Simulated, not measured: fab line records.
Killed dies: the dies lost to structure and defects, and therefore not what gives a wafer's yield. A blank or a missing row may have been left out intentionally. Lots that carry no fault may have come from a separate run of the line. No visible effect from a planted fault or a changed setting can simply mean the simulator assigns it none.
fab line records | flow n5_finfet
record lots=11 | wafers=33 | last_day=19
route steps=1938 shown BEOL_M9@1416 PASSIVATION@1936
lots that met no fault: from a run of the same line without faults
start_h: the number of hours between the record's first day and the start of the first shown wafer of the lot | wait_h: hours since the lot's step before | " same as the row above | L1.1+2: several wafers, shown together as one row | - no value, or no start given | * or withheld: withheld | < > ~ a bound
route shown NAME@n: NAME is a module with steps in the file, n the number in the route of the first one | usual: mean and standard deviation over wafers with no fault | same: alike in all rows | chamber/n: place in a boat | sites: the reading at each site | _std_site: standard deviation across them | _edge_site: outer sites' mean less inner sites' | radius_mm: how far each site lies from the wafer's centre | mask NAME#n: copy n | behind: tool/chamber where the wafer was last shaped | hold: cause of the lot's hold/its duration in hours/its outcome | device: whichever transistor did not switch (one of n, p or np) | end of line: the tests these same wafers got at the end of their route | a step given without rows: its recipe and nothing more | killed: not the wafer's yield, but the dies lost to structure and defects at the first sort | map: the dies of a wafer, with x for killed, . for not killed, _ for no die there
set.NAME: the setting as run; set.NAME@STEP: as run at that earlier step | model.NAME: the simulator's own value behind a step, which no gauge read
the route's steps for a sample of lots (tables are steps, rows are wafers)
services: the hour from which a tool's chamber was out of use, counted from the record's first day as start_h (under 0 if before that day), plus the number of hours and why
## steps
# step N5_BEOL_M9_INSPECT_13
# recipe mode=adi | inspect_instrument=brightfield
# usual raw_defect_count=388/81
lot.wafer | tool              | chamber | start_h | wait_h | raw_defect_count
L281.1    | defect_inspect-01 | -       | 248.37  | 0.0    | 328
L281.5    | "                 | -       | "       | "      | 403
L281.6    | "                 | -       | "       | "      | 379
L283.2    | defect_inspect-01 | -       | 292.54  | 0.0    | 505
L283.5    | "                 | -       | "       | "      | 515
L283.6    | "                 | -       | "       | "      | 509
L284.2    | defect_inspect-02 | -       | 297.13  | 0.0    | 718
L284.3    | "                 | -       | "       | "      | 521
L284.6    | "                 | -       | "       | "      | 413
L289.1    | defect_inspect-01 | -       | 306.35  | 0.0    | 473
L289.4    | "                 | -       | "       | "      | 471
L289.5    | "                 | -       | "       | "      | 426
L287.4    | defect_inspect-02 | -       | 317.22  | 0.0    | 445
L287.5    | "                 | -       | "       | "      | 425
L287.6    | "                 | -       | "       | "      | 385
L288.2    | defect_inspect-02 | -       | 338.04  | 0.0    | 393
L288.3    | "                 | -       | "       | "      | 475
L288.6    | "                 | -       | "       | "      | 404
L296.1    | defect_inspect-01 | -       | 364.82  | 0.0    | 399
L296.4    | "                 | -       | "       | "      | 254
L296.6    | "                 | -       | "       | "      | 396
L299.1    | defect_inspect-01 | -       | 364.99  | 0.0    | 318
L299.2    | "                 | -       | "       | "      | 303
L299.4    | "                 | -       | "       | "      | 473
L295.2    | defect_inspect-02 | -       | 365.15  | 0.0    | 318
L295.3    | "                 | -       | "       | "      | 351
L295.5    | "                 | -       | "       | "      | 347
L303.2    | defect_inspect-02 | -       | 404.34  | 0.0    | 393
L303.3    | "                 | -       | "       | "      | 409
L303.5    | "                 | -       | "       | "      | 336
L301.2    | defect_inspect-01 | -       | 404.60  | 0.0    | 394
L301.5    | "                 | -       | "       | "      | 374
L301.6    | "                 | -       | "       | "      | 534
# step N5_BEOL_M9_COAT_22
# recipe resist=CAR-EUV | spin_rpm=1500 | resist_thk_nm=30
# usual spin_speed_rpm=1500.1/0.86
lot.wafer | tool           | chamber | start_h | wait_h | spin_speed_rpm
L281.1    | litho_track-01 | 0       | 250.87  | -      | 1500.7
L281.5    | "              | 0       | "       | "      | 1499.6
L281.6    | "              | 0       | "       | "      | 1500.8
L283.2    | litho_track-04 | 0       | 295.23  | -      | 1500.1
L283.5    | "              | 0       | "       | "      | 1498.9
L283.6    | "              | 0       | "       | "      | 1501.4
L284.2    | litho_track-03 | 0       | 297.99  | -      | 1502.0
L284.3    | "              | 0       | "       | "      | 1499.3
L284.6    | "              | 0       | "       | "      | 1501.2
L289.1    | litho_track-03 | 0       | 306.91  | -      | 1500.7
L289.4    | "              | 0       | "       | "      | 1498.8
L289.5    | "              | 0       | "       | "      | 1499.7
L287.4    | litho_track-03 | 0       | 319.13  | -      | 1498.7
L287.5    | "              | 0       | "       | "      | 1498.4
L287.6    | "              | 0       | "       | "      | 1499.5
L288.2    | litho_track-01 | 0       | 338.57  | -      | 1499.6
L288.3    | "              | 0       | "       | "      | 1499.3
L288.6    | "              | 0       | "       | "      | 1500.3
L296.1    | litho_track-04 | 0       | 365.50  | -      | 1583.3
L296.4    | "              | 0       | "       | "      | 1583.5
L296.6    | "              | 0       | "       | "      | 1583.0
L299.1    | litho_track-03 | 0       | 366.59  | -      | 1498.7
L299.2    | "              | 0       | "       | "      | 1500.3
L299.4    | "              | 0       | "       | "      | 1500.1
L295.2    | litho_track-04 | 0       | 366.64  | -      | 1583.3
L295.3    | "              | 0       | "       | "      | 1583.0
L295.5    | "              | 0       | "       | "      | 1583.2
L301.2    | litho_track-01 | 0       | 405.36  | -      | 1498.7
L301.5    | "              | 0       | "       | "      | 1499.6
L301.6    | "              | 0       | "       | "      | 1500.2
L303.2    | litho_track-03 | 0       | 405.51  | -      | 1499.7
L303.3    | "              | 0       | "       | "      | 1500.0
L303.5    | "              | 0       | "       | "      | 1499.0
# step N5_BEOL_M9_INSPECT_30
# recipe mode=adi | inspect_instrument=brightfield
# usual raw_defect_count=374/79
lot.wafer | tool              | chamber | start_h | wait_h | raw_defect_count
L281.1    | defect_inspect-02 | -       | 251.22  | 0.1    | 302
L281.5    | "                 | -       | "       | "      | 369
L281.6    | "                 | -       | "       | "      | 333
L283.2    | defect_inspect-02 | -       | 295.79  | 0.0    | 458
L283.5    | "                 | -       | "       | "      | 444
L283.6    | "                 | -       | "       | "      | 454
L284.2    | defect_inspect-02 | -       | 298.33  | 0.0    | 727
L284.3    | "                 | -       | "       | "      | 494
L284.6    | "                 | -       | "       | "      | 405
L289.1    | defect_inspect-01 | -       | 307.38  | 0.1    | 490
L289.4    | "                 | -       | "       | "      | 436
L289.5    | "                 | -       | "       | "      | 443
L287.4    | defect_inspect-02 | -       | 319.60  | 0.0    | 435
L287.5    | "                 | -       | "       | "      | 421
L287.6    | "                 | -       | "       | "      | 377
L288.2    | defect_inspect-02 | -       | 339.04  | 0.0    | 352
L288.3    | "                 | -       | "       | "      | 509
L288.6    | "                 | -       | "       | "      | 417
L296.1    | defect_inspect-02 | -       | 366.05  | 0.1    | 341
L296.4    | "                 | -       | "       | "      | 246
L296.6    | "                 | -       | "       | "      | 362
L299.1    | defect_inspect-02 | -       | 367.07  | 0.1    | 266
L299.2    | "                 | -       | "       | "      | 257
L299.4    | "                 | -       | "       | "      | 390
L295.2    | defect_inspect-02 | -       | 367.24  | 0.0    | 323
L295.3    | "                 | -       | "       | "      | 360
L295.5    | "                 | -       | "       | "      | 396
L301.2    | defect_inspect-01 | -       | 405.85  | 0.0    | 375
L301.5    | "                 | -       | "       | "      | 374
L301.6    | "                 | -       | "       | "      | 504
L303.2    | defect_inspect-02 | -       | 405.89  | 0.0    | 378
L303.3    | "                 | -       | "       | "      | 402
L303.5    | "                 | -       | "       | "      | 330
# step N5_BEOL_M9_DESCUM_33
# recipe chemistry=O2 | time_s=7 | source_power_w=50 | bias_power_w=20 | pressure_mtorr=20 | rf_frequency_hz=2.712e+07 | temp_c=40 | resist=CAR-EUV | o2_flow_sccm=225
# usual drypump_motor_current_A=5.6/0.36 | oes_product_au=0.79/0.094 | rf_vpp_V=242.9/1.6 | showerhead_plenum_p_Torr=2.07/0.092 | throttle_valve_pct=20.38/0.23
lot.wafer | tool        | chamber | start_h | wait_h | drypump_motor_current_A | oes_product_au | rf_hours_counter_h | rf_vpp_V | showerhead_plenum_p_Torr | throttle_valve_pct
L281.1    | rie_diel-06 | 0       | 251.25  | 0.0    | 5.9                     | 0.71           | 207                | 240.4    | 1.98                     | 20.63
L281.5    | "           | 2       | "       | "      | 6.0                     | 0.67           | -                  | 241.5    | 1.97                     | 20.30
L281.6    | "           | 3       | "       | "      | 5.7                     | 0.67           | -                  | 243.7    | 2.05                     | 20.86
L283.2    | rie_diel-02 | 0       | 296.30  | 0.5    | 5.1                     | 0.72           | 204                | 244.7    | 2.16                     | 20.22
L283.5    | "           | 2       | "       | "      | 6.1                     | 0.76           | -                  | 244.6    | 2.17                     | 20.11
L283.6    | "           | 3       | "       | "      | 5.2                     | 0.78           | -                  | 241.2    | 1.92                     | 20.37
L284.2    | rie_diel-06 | 3       | 298.37  | 0.0    | 5.7                     | 0.67           | 249                | 242.0    | 2.04                     | 20.88
L284.3    | "           | 2       | "       | "      | 6.1                     | 0.66           | 248                | 241.6    | 1.96                     | 20.33
L284.6    | "           | 1       | "       | "      | 5.6                     | 0.87           | -                  | 243.5    | 2.04                     | 20.49
L289.1    | rie_diel-05 | 3       | 307.41  | 0.0    | 5.7                     | 0.92           | 21                 | 244.9    | 2.14                     | 20.52
L289.4    | "           | 2       | "       | "      | 5.2                     | 0.72           | 182                | 241.4    | 2.00                     | 21.00
L289.5    | "           | 0       | "       | "      | 5.9                     | 0.91           | -                  | 242.3    | 2.05                     | 20.46
L287.4    | rie_diel-06 | 1       | 319.65  | 0.0    | 5.6                     | 0.86           | -                  | 243.5    | 2.03                     | 20.49
L287.5    | "           | 0       | "       | "      | 5.9                     | 0.70           | -                  | 240.5    | 1.98                     | 20.66
L287.6    | "           | 2       | "       | "      | 6.1                     | 0.99           | -                  | 243.6    | 2.23                     | 19.94
L288.2    | rie_diel-02 | 2       | 339.07  | 0.0    | 6.1                     | 0.74           | 189                | 242.9    | 2.16                     | 20.10
L288.3    | "           | 1       | "       | "      | 5.8                     | 0.86           | 46                 | 242.7    | 2.13                     | 20.28
L288.6    | "           | 3       | "       | "      | 5.2                     | 0.77           | -                  | 241.0    | 1.92                     | 20.40
L296.1    | rie_diel-06 | 0       | 366.31  | 0.3    | 5.9                     | 0.69           | 243                | 241.0    | 1.97                     | 20.68
L296.4    | "           | 2       | "       | "      | 6.1                     | 0.91           | 17                 | 245.9    | 2.22                     | 19.96
L296.6    | "           | 1       | "       | "      | 5.6                     | 0.85           | -                  | 241.7    | 2.03                     | 20.52
L299.1    | rie_diel-02 | 0       | 367.10  | 0.0    | 5.1                     | 0.70           | 222                | 243.1    | 2.15                     | 20.24
L299.2    | "           | 3       | "       | "      | 5.1                     | 0.76           | 157                | 240.3    | 1.91                     | 20.39
L299.4    | "           | 2       | "       | "      | 6.1                     | 0.73           | 196                | 245.0    | 2.16                     | 20.12
L295.2    | rie_diel-02 | 3       | 367.87  | 0.6    | 5.2                     | 0.76           | 157                | 240.0    | 1.91                     | 20.39
L295.3    | "           | 0       | "       | "      | 5.1                     | 0.71           | 222                | 244.2    | 2.15                     | 20.26
L295.5    | "           | 2       | "       | "      | 6.1                     | 0.73           | -                  | 245.5    | 2.16                     | 20.10
L301.2    | rie_diel-02 | 0       | 405.95  | 0.1    | 5.1                     | 0.70           | 239                | 244.6    | 2.15                     | 20.27
L301.5    | "           | 0       | "       | "      | 5.1                     | 0.69           | -                  | 245.2    | 2.15                     | 20.25
L301.6    | "           | 2       | "       | "      | 6.1                     | 0.71           | -                  | 246.1    | 2.16                     | 20.14
L303.2    | rie_diel-06 | 3       | 405.98  | 0.1    | 5.7                     | 0.93           | 21                 | 243.7    | 2.04                     | 20.49
L303.3    | "           | 2       | "       | "      | 6.1                     | 0.88           | 31                 | 245.6    | 2.21                     | 19.99
L303.5    | "           | 3       | "       | "      | 5.7                     | 0.93           | -                  | 244.6    | 2.04                     | 20.49
# step N5_PASSIVATION_PROBE_49
# usual defect_limited_yield=91.2/1.4 | killed_at_M0_to_M3=36/11 | killed_at_M4_up=14/5.6 | killed_at_contacts=12/5.9 | killed_at_front_end=38/13 | killed_at_other=3.5/2.7 | killed_dies=104/17 | killed_open=68/12 | killed_short=34/8.2 | sort_bin_5_function=5.1/0.95 | sort_bin_6_memory=3.3/0.7 | sort_n_pass=1076/17 | sort_yield_pct=91.2/1.4
# same gross_dies=1180 | killed_at_back_side=0 | sort_bin_4_leakage[%]=0 | sort_bin_8_speed[%]=0
lot.wafer | tool      | chamber | start_h | wait_h | defect_limited_yield[%] | killed_at_M0_to_M3 | killed_at_M4_up | killed_at_contacts | killed_at_front_end | killed_at_other | killed_dies | killed_open | killed_short | sort_bin_5_function[%] | sort_bin_6_memory[%] | sort_n_pass | sort_yield_pct[%]
L284.2    | prober-02 | -       | 357.82  | 0.1    | 89.2                    | 34                 | 24              | 9                  | 57                  | 3               | 127         | 87          | 40           | 6.5                    | 3.9                  | 1053        | 89.2
L284.3    | prober-02 | -       | 357.87  | 0.1    | 90.6                    | 22                 | 26              | 15                 | 42                  | 6               | 111         | 76          | 33           | 5.6                    | 3.6                  | 1069        | 90.6
L284.6    | prober-02 | -       | 358.02  | 0.3    | 90.6                    | 31                 | 18              | 10                 | 45                  | 7               | 111         | 73          | 36           | 5.1                    | 4.1                  | 1069        | 90.6
L289.1    | prober-01 | -       | 373.78  | 0.0    | 90.2                    | 40                 | 21              | 29                 | 24                  | 2               | 116         | 87          | 29           | 5.6                    | 4.2                  | 1064        | 90.2
L289.4    | prober-01 | -       | 373.93  | 0.2    | 91.3                    | 41                 | 16              | 22                 | 21                  | 3               | 103         | 71          | 30           | 5.5                    | 3.0                  | 1077        | 91.3
L289.5    | prober-01 | -       | 373.98  | 0.2    | 90.5                    | 45                 | 15              | 12                 | 34                  | 6               | 112         | 76          | 33           | 4.7                    | 4.3                  | 1068        | 90.5
L287.4    | prober-02 | -       | 390.65  | 0.6    | 92.0                    | 27                 | 20              | 19                 | 25                  | 3               | 94          | 74          | 19           | 4.7                    | 3.1                  | 1086        | 92.0
L287.5    | prober-02 | -       | 390.70  | 0.7    | 90.3                    | 40                 | 15              | 13                 | 39                  | 7               | 114         | 61          | 50           | 5.2                    | 4.1                  | 1066        | 90.3
L287.6    | prober-02 | -       | 390.75  | 0.7    | 90.3                    | 28                 | 17              | 19                 | 36                  | 15              | 115         | 72          | 43           | 5.9                    | 3.5                  | 1065        | 90.3
L295.2    | prober-02 | -       | 432.71  | 0.1    | 88.3                    | 48                 | 18              | 9                  | 57                  | 6               | 138         | 73          | 62           | 6.5                    | 4.5                  | 1042        | 88.3
L295.3    | prober-02 | -       | 432.76  | 0.1    | 90.5                    | 47                 | 12              | 16                 | 29                  | 8               | 112         | 75          | 34           | 5.9                    | 3.2                  | 1068        | 90.5
L295.5    | prober-02 | -       | 432.86  | 0.2    | 91.1                    | 37                 | 13              | 18                 | 31                  | 6               | 105         | 69          | 35           | 4.9                    | 3.6                  | 1075        | 91.1
# killed by level:class
L284.2 STI_FIN_REVEAL:geometric_particle:open=16 BEOL_M4:geometric_particle:open=15 FIN_SAQP:geometric_particle:open=11 MOL_CONTACT_COAG:geometric_particle:open=8 BEOL_M3:geometric_particle:open=8 GATE_CUT:geometric_particle:short=7 BEOL_M0_SAQP:geometric_particle:short=6 BEOL_M1:geometric_particle:open=6
L284.3 BEOL_M4:geometric_particle:open=14 FIN_SAQP:geometric_particle:open=11 MOL_CONTACT_COAG:geometric_particle:open=9 DUMMY_GATE:geometric_particle:open=6 BEOL_M0_SAQP:geometric_particle:open=6 FIN_SAQP:geometric_particle:short=5 MOL_CONTACT_COAG:geometric_particle:short=5 BEOL_M0_SAQP:geometric_particle:short=5
L284.6 STI_FIN_REVEAL:geometric_particle:open=16 MOL_CONTACT_COAG:geometric_particle:open=8 FIN_SAQP:geometric_particle:open=7 BEOL_M0_SAQP:geometric_particle:short=7 BEOL_M0_SAQP:geometric_particle:open=7 BEOL_M3:geometric_particle:open=6 FIN_SAQP:geometric_particle:short=5 ILD0:geometric_particle:open=5
L289.1 MOL_CONTACT_COAG:geometric_particle:open=23 BEOL_M3:geometric_particle:open=13 BEOL_M4:geometric_particle:open=10 BEOL_M2:geometric_particle:open=9 BEOL_M0_SAQP:geometric_particle:open=8 GATE_CUT:geometric_particle:short=7 MOL_CONTACT_COAG:geometric_particle:short=6 BEOL_M8:geometric_particle:open=4
L289.4 MOL_CONTACT_COAG:geometric_particle:open=19 BEOL_M2:geometric_particle:open=12 BEOL_M3:geometric_particle:open=8 BEOL_M0_SAQP:geometric_particle:short=7 BEOL_M4:geometric_particle:open=7 BEOL_M1:geometric_particle:open=5 GATE_CUT:geometric_particle:short=4 FIN_SAQP:geometric_particle:short=3
L289.5 MOL_CONTACT_COAG:geometric_particle:open=10 BEOL_M0_SAQP:geometric_particle:open=10 BEOL_M2:geometric_particle:open=10 BEOL_M3:geometric_particle:open=9 FIN_SAQP:geometric_particle:short=7 STI_FIN_REVEAL:geometric_particle:open=6 BEOL_M4:geometric_particle:open=6 BEOL_M0_SAQP:geometric_particle:short=5
L287.4 MOL_CONTACT_COAG:geometric_particle:open=15 BEOL_M4:geometric_particle:open=12 BEOL_M3:geometric_particle:open=10 DUMMY_GATE:geometric_particle:open=7 BEOL_M2:geometric_particle:open=5 FIN_SAQP:geometric_particle:short=4 STI_FIN_REVEAL:geometric_particle:open=4 BEOL_M0_SAQP:geometric_particle:open=4
L287.5 MOL_CONTACT_COAG:geometric_particle:open=10 BEOL_M0_SAQP:geometric_particle:short=9 BEOL_M0_SAQP:geometric_particle:open=7 BEOL_M3:geometric_particle:open=7 FIN_SAQP:geometric_particle:short=6 FIN_SAQP:geometric_particle:open=5 DUMMY_GATE:geometric_particle:open=5 BEOL_M2:geometric_particle:open=5
L287.6 MOL_CONTACT_COAG:geometric_particle:open=15 BEOL_M0_SAQP:geometric_particle:short=7 BEOL_M4:geometric_particle:open=7 FIN_SAQP:geometric_particle:short=6 GATE_CUT:geometric_particle:short=6 ILD0:geometric_particle:open=5 BEOL_M0_SAQP:geometric_particle:open=5 PASS1_CAP:geometric_particle:short=5
L295.2 FIN_SAQP:geometric_particle:short=20 STI_FIN_REVEAL:geometric_particle:open=15 BEOL_M0_SAQP:geometric_particle:open=13 BEOL_M1:geometric_particle:open=11 BEOL_M0_SAQP:geometric_particle:short=8 BEOL_M1:geometric_particle:short=7 MOL_CONTACT_COAG:geometric_particle:short=6 ILD0:geometric_particle:short=6
L295.3 MOL_CONTACT_COAG:geometric_particle:open=13 BEOL_M1:geometric_particle:open=10 BEOL_M2:geometric_particle:open=10 BEOL_M0_SAQP:geometric_particle:short=9 FIN_SAQP:geometric_particle:open=8 BEOL_M0_SAQP:geometric_particle:open=7 BEOL_M3:geometric_particle:open=6 DUMMY_GATE:geometric_particle:open=5
L295.5 MOL_CONTACT_COAG:geometric_particle:open=13 BEOL_M0_SAQP:geometric_particle:short=9 BEOL_M1:geometric_particle:open=8 FIN_SAQP:geometric_particle:open=7 BEOL_M0_SAQP:geometric_particle:open=7 DUMMY_GATE:geometric_particle:open=6 MOL_CONTACT_COAG:geometric_particle:short=5 BEOL_M2:geometric_particle:open=5
## services
tool        | chamber | start_h | hours | kind
rie_diel-02 | 3       | 245.31  | 7.2   | repair
rie_diel-02 | 1       | 304.26  | 7.9   | repair
rie_diel-06 | 2       | 306.74  | -     | clean
rie_diel-06 | 2       | 306.74  | -     | consumable_replace:focus_ring
rie_diel-06 | 2       | 306.74  | -     | consumable_replace:showerhead
rie_diel-06 | 2       | 306.74  | 12.8  | scheduled_down
rie_diel-06 | 2       | 306.74  | 12.8  | vent_cycle
rie_diel-06 | 3       | 318.44  | 5.6   | repair
rie_diel-06 | 3       | 324.08  | -     | clean
rie_diel-06 | 3       | 324.08  | -     | consumable_replace:focus_ring
rie_diel-06 | 3       | 324.08  | 20.3  | scheduled_down
rie_diel-06 | 3       | 324.08  | 20.3  | vent_cycle
rie_diel-02 | -       | 356.59  | 0.6   | repair
rie_diel-02 | 1       | 381.87  | 25.8  | repair
rie_diel-05 | -       | 387.54  | 2.8   | pm
rie_diel-06 | 0       | 388.10  | -     | clean
rie_diel-06 | 0       | 388.10  | -     | consumable_replace:focus_ring
rie_diel-06 | 0       | 388.10  | -     | consumable_replace:showerhead
rie_diel-06 | 0       | 388.10  | 20.7  | scheduled_down
rie_diel-06 | 0       | 388.10  | 20.7  | vent_cycle
## key
first_sign step=N5_BEOL_M9_COAT_22 | reading=spin_speed_rpm | direction=up | sigmas=97 | usual=* | struck=*
effect none on later readings
met_at N5_BEOL_M9_COAT_22
struck_lots L295,L296
not_acting_at N5_BEOL_M9_INSPECT_13,N5_BEOL_M9_INSPECT_30,N5_BEOL_M9_DESCUM_33
onset_between 295.23 365.50
fault kind=process_parameter_drift | tool=litho_track-04 | chamber=- | onset_h=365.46 | steps=N5_BEOL_M9_COAT_22 | channel=spin_rpm | offset=* | shape=step | end_h=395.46 | acts_in=* | stated=*
